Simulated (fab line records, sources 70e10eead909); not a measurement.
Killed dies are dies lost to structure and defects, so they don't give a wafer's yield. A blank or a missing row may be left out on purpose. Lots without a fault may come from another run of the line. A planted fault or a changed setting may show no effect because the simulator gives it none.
A struck lot beside a sound one | flow nand_harc | 14 steps out of a route of 1302
Sound: wafers L245.2, L245.3, L245.4. Struck: wafers L257.1, L257.2, L257.4. The cause comes at the end.
At each step with rows: each side's tool, then ch and its chambers, then its first start. Under that, the readings that differ: sound wafers | struck wafers | difference of the means | sigmas: that difference in standard deviations of wafers without a fault.
alike: readings whose means differ by less than 2 such deviations, and words and numbers that are the same on both sides. not compared: withheld readings, readings that some wafer has no value for, bounds like >300 that may hide the same value, and numbers for which the record gives no deviation and whose values overlap.
The two part at a step that has a row with sigmas, a row that says differs or no value, or rows on one side only. Numbers that don't overlap but have no deviation are shown without sigmas and don't part them. A reading that every wafer of one side lacks parts them only if that side has two wafers or more.

NHARC_A_CONTACT_OVL_MEAS_09:
  sound on overlay-02, day 23 05:24; struck on overlay-02, day 27 08:50
  alike: overlay_x_nm, overlay_y_nm
NHARC_A_CONTACT_INSPECT_10:
  sound on defect_inspect-02, day 23 05:26; struck on defect_inspect-01, day 27 08:53
  reading          | sound    | struck   | difference | sigmas
  raw_defect_count | 18 21 18 | 75 90 92 | +67        | +2
then, 2 steps without rows for these wafers: NHARC_A_CONTACT_DESCUM_13 (chemistry O2, time 3 s); NHARC_A_CONTACT_ETCH_88 (etches the open film in CF4, target depth 39 nm, time 65 s).
NHARC_A_CONTACT_ETCH_89: etches the open film in N2/H2, target depth 260 nm, time 475.3 s.
  sound on rie_diel-03 ch 1,2,3; struck on rie_diel-12 ch 0,2,3
  reading                | sound    | struck | difference | sigmas
  rf_hours_counter_h (h) | 26 26 23 | 0 0 0  | -25        |
  alike: bias_w, chamber_pressure_mTorr, drypump_motor_current_A, oes_product_au, rf_vpp_V, showerhead_plenum_p_Torr, throttle_valve_pct
NHARC_A_CONTACT_ETCH_30: etches the open film in CF4/CHF3, target depth 72.6 nm, time 36.3 s.
  sound on rie_diel-03 ch 0,1,2; struck on rie_diel-12 ch 1,2,3
  reading                | sound             | struck            | difference | sigmas
  oes_product_au (a.u.)  | 0.925 0.932 0.938 | 0.972 0.971 0.969 | +0.039     | +2
  rf_hours_counter_h (h) | 28 26 23          | 0 0 0             | -26        |
  alike: bias_w, cf4_flow_sccm, chf3_flow_sccm, drypump_motor_current_A, rf_vpp_V, showerhead_plenum_p_Torr, throttle_valve_pct
NHARC_A_CONTACT_ETCH_31: etches the open film in O2/COS, target depth 2800 nm, time 728 s.
  sound on rie_diel-03 ch 0,1,2; struck on rie_diel-12 ch 0,1,2
  reading                | sound    | struck | difference | sigmas
  rf_hours_counter_h (h) | 26 23 29 | 0 0 0  | -26        |
  alike: bias_w, chamber_pressure_mTorr, drypump_motor_current_A, oes_product_au, rf_vpp_V, showerhead_plenum_p_Torr, throttle_valve_pct
then, 1 step without rows for these wafers: NHARC_A_CONTACT_ETCH_134 (etches the open film in C4F8/O2/Ar, time 140 s, target depth 700 nm).
NHARC_A_CONTACT_ETCH_135: etches the open film in C4F8/O2/Ar, time 311 s, target depth 1912 nm.
  sound on har_cap_etch-03 ch 0,1, day 23 06:52; struck on har_cap_etch-01 ch 0,1, day 27 10:16
  alike: chamber_pressure_mTorr, oes_air_line_au
  not compared: rf_hours_counter_h
then, 3 steps without rows for these wafers: NHARC_A_CONTACT_ETCH_136 (etches the open film in C4F8/O2/Ar, time 311 s, target depth 1912 nm); NHARC_A_CONTACT_ETCH_137 (etches the open film in C4F8/O2/Ar, time 311 s, target depth 1912 nm); NHARC_A_CONTACT_ETCH_138 (etches the open film in C4F8/O2/Ar, time 311 s, target depth 1914 nm).
NHARC_A_CONTACT_ETCH_139: etches the open film in C4F8/O2/Ar, time 195 s, target depth 840 nm.
  sound on har_cap_etch-03 ch 0,1, day 23 07:58; struck on har_cap_etch-01 ch 0,1, day 27 11:22
  no value came back on the struck wafers for chamber_pressure_mTorr (mTorr), oes_air_line_au (a.u.); on the sound wafers chamber_pressure_mTorr (mTorr) reads 19.972 19.989 19.970
  not compared: rf_hours_counter_h
NHARC_A_CONTACT_ETCH_92: etches the open film in CH3F/O2, target depth 40 nm, time 85.7 s.
  sound on rie_diel-03 ch 0,2,3, day 23 08:29; struck on rie_diel-12 ch 0,1,2, day 27 11:55
  reading                | sound    | struck | difference | sigmas
  rf_hours_counter_h (h) | 24 27 29 | 1 0 1  | -26        |
  alike: bias_w, ch3f_flow_sccm, drypump_motor_current_A, oes_product_au, rf_vpp_V, showerhead_plenum_p_Torr, throttle_valve_pct

WHERE THEY PART
First at NHARC_A_CONTACT_INSPECT_10; last, within this record, at NHARC_A_CONTACT_ETCH_139. Later steps at which nothing parts them and some readings are alike: NHARC_A_CONTACT_ETCH_92.

WHY: what the simulator had put in
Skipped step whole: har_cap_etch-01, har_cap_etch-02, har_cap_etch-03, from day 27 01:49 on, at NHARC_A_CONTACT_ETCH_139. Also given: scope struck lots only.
